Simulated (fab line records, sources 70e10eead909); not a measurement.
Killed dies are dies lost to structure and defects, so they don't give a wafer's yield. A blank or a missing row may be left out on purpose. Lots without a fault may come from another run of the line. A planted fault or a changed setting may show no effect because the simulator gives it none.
Chamber matching | flow nand_harc | NHARC_A_STAIRCASE_DESCUM_312 on rie_diel-01: 4 sister chambers
The step chemistry O2, time 3 s. 20 wafers are shown with their chamber, then 10 later ones without.

WAFERS WITH THEIR CHAMBER
wafer  | chamber | drypump_motor_current_A (A) | showerhead_plenum_p_Torr (Torr) | oes_product_au (a.u.)
L078.4 | 3       | 5.6                         | 1.88                            | 1.023
L078.5 | 0       | 6.3                         | 1.84                            | 1.028
L078.6 | 1       | 4.8                         | 1.89                            | 0.980
L084.1 | 3       | 5.6                         | 1.87                            | 1.013
L084.2 | 1       | 4.8                         | 1.89                            | 0.985
L084.3 | 2       | 5.3                         | 1.90                            | 1.010
L083.2 | 0       | 6.3                         | 1.83                            | 1.028
L083.3 | 3       | 5.6                         | 1.87                            | 1.013
L083.5 | 3       | 5.6                         | 1.87                            | 1.008
L085.1 | 0       | 6.3                         | 1.83                            | 1.021
L085.3 | 2       | 5.2                         | 1.90                            | 1.011
L085.6 | 2       | 5.2                         | 1.90                            | 1.005
L086.2 | 2       | 5.2                         | 1.90                            | 1.009
L086.4 | 1       | 4.8                         | 1.88                            | 0.993
L086.6 | 2       | 5.3                         | 1.90                            | 1.015
L088.3 | 1       | 4.8                         | 1.88                            | 0.983
L088.5 | 0       | 6.3                         | 1.83                            | 1.047
L088.6 | 3       | 5.6                         | 1.87                            | 1.010
L090.1 | 2       | 5.3                         | 1.90                            | 1.004
L090.2 | 3       | 5.6                         | 1.87                            | 1.004

SIGNATURES (means of the wafers above)
reading                  | chamber 0 | chamber 1 | chamber 2 | chamber 3 | scatter within a chamber
drypump_motor_current_A  | 6.300     | 4.800     | 5.250     | 5.600     | 0.0306
showerhead_plenum_p_Torr | 1.8325    | 1.8850    | 1.9000    | 1.8717    | 0.00402
oes_product_au           | 1.03100   | 0.98525   | 1.00900   | 1.01183   | 0.00687
Rule: a wafer's distance from a chamber is the root of the sum, over the readings, of the square of ((its reading less the chamber's mean) divided by the reading's scatter). The wafer belongs to the nearest chamber; if the next one is less than 2 further off, it can't be placed. The scatter: the root of (the sum of the squares of (reading less its chamber's mean) over the shown wafers, divided by (wafers less chambers)).

WAFERS WITHOUT THEIR CHAMBER
wafer  | drypump_motor_current_A (A) | showerhead_plenum_p_Torr (Torr) | oes_product_au (a.u.)
L090.3 | 4.8                         | 1.88                            | 0.972
L093.3 | 5.6                         | 1.86                            | 1.022
L093.5 | 4.8                         | 1.88                            | 0.993
L093.6 | 5.3                         | 1.90                            | 0.986
L095.1 | 4.8                         | 1.87                            | 0.998
L095.4 | 5.6                         | 1.86                            | 1.034
L095.5 | 6.3                         | 1.82                            | 1.032
L096.4 | 5.3                         | 1.89                            | 1.001
L096.5 | 4.8                         | 1.87                            | 0.999
L096.6 | 5.2                         | 1.89                            | 0.992

WHICH CHAMBER EACH WENT THROUGH
wafer  | from the rows above | in truth
L090.3 | 1                   | 1
L093.3 | 3                   | 3
L093.5 | 1                   | 1
L093.6 | 2                   | 2
L095.1 | 1                   | 1
L095.4 | 3                   | 3
L095.5 | 0                   | 0
L096.4 | 2                   | 2
L096.5 | 1                   | 1
L096.6 | 2                   | 2
Placed correctly: 10 of 10. Can't be placed from these rows: 0. Placed wrongly: 0.
